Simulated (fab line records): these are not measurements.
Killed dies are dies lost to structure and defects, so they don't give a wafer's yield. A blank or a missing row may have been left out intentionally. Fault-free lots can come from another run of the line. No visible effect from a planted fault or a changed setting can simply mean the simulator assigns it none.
8D (eight disciplines) problem report, filled in by code | flow n5Finfet | the parts of the form that need people (team, actions taken, sign-off) are left out

1. WHAT WENT WRONG
N5_PASSIVATION_PASS_ETCH_74, cf4FlowSccm: mean 77.9 sccm over 1 wafer from 1 lot; wafers with no fault: 100.0 sccm, standard deviation 0.33. That is -67 standard deviations from the usual mean.
The step: etches SiNx in CF4/O2, target depth 220 nm, time 110 s.
First seen on wafer L164.2, day 17 22:58, on rieDiel-05. The record holds 30 wafers of 11 lots with a number at this step. By rule, "out" or "out of limits" means more than 4 standard deviations away from the usual mean. Any other wafer with a number is counted as sound.

2. WHAT IT IS, WHAT IT ISN'T
question                    | is                            | is not
which readings at this step | cf4FlowSccm, throttleValvePct | O2_flow_sccm, chamberPressureMTorr, drypumpMotorCurrentA, oesProductAu, rfFwdPowerW, rfVppV, showerheadPlenumPTorr
which lots                  | L164                          | L144, L146, L148, L150, L151, L153, L154, L155, L158, L165
which wafers of those lots  | L164.2                        | L164.1, L164.6
read on which tools         | rieDiel-05                    | rieDiel-03, rieDiel-04
when                        | from day 17 22:58             | up to then (26 sound wafers); but 3 sound wafers of L165 came after

3. THE SUSPECTS, EACH WITH WHAT RULES IT OUT
Counting: any tool at a process step up to the reading remains a suspect provided it ran every lot that is out. Sound lots after the first of them don't rule it out here, since some wafers of a struck lot are sound.
- pvdSputter-02 at N5_MIM_BOT_DEGAS_01 (time 60 s): kept. It processed L164, the lot that is out, at day 17 16:40, and its most recent sound lot before then was L158 at day 15 14:03.
- rieDiel-06 at N5_MIM_TOP_LITHO_DESCUM_10 (chemistry O2, time 7.9 s): kept. It processed L164, the lot that is out, at day 17 20:20, and its most recent sound lot before then was L153 at day 14 12:58.
- rieDiel-05 at N5_PASSIVATION_PASS_ETCH_74 (etches SiNx in CF4/O2, target depth 220 nm, time 110 s): kept. It processed L164, the lot that is out, at day 17 22:58, and its most recent sound lot before then was L158 at day 15 20:42. On those wafers its own readings are out: cf4FlowSccm, throttleValvePct.
- In rieDiel-05 at N5_PASSIVATION_PASS_ETCH_74, the wafers that are out were processed in chamber 2 and their sound lot-mates in chambers 0, 1.
The count leaves pvdSputter-02 at N5_MIM_BOT_DEGAS_01, rieDiel-06 at N5_MIM_TOP_LITHO_DESCUM_10, and rieDiel-05 at N5_PASSIVATION_PASS_ETCH_74.

4. THE CAUSE (what the simulator had put in)
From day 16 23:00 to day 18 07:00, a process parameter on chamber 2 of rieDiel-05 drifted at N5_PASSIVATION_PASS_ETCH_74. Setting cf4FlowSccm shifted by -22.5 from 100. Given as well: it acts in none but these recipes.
Of the 3 suspects that counting leaves, this tool is one.

5. THE EFFECT CHAIN, in route order
One row per reading whose mean, taken over the struck wafers that have a number, lies over 3 standard deviations from the usual. Only readings for which the record gives a usual standard deviation are gone through. hours: the time from each lot's start at the first step in this table that gives one to its start at this step, as a median over the lots. sigmas: the change in usual standard deviations.
hours | step                        | reading          | usual      | on struck wafers | change | sigmas
0     | N5_PASSIVATION_PASS_ETCH_74 | cf4FlowSccm      | 100.0 sccm | 77.9             | -22.1  | -67
0     | N5_PASSIVATION_PASS_ETCH_74 | oes_o_777_au     | 0.82 a.u.  | 1.16             | +0.34  | +3.9
0     | N5_PASSIVATION_PASS_ETCH_74 | throttleValvePct | 15.81 %    | 14.57            | -1.24  | -4.4
Its process steps:
- N5_PASSIVATION_PASS_ETCH_74: etches SiNx in CF4/O2, target depth 220 nm, time 110 s.

6. HOW IT WOULD HAVE BEEN CAUGHT EARLIER
First out-of-limits reading in this record: day 17 22:58, which is 24 hours after fault onset at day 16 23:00.
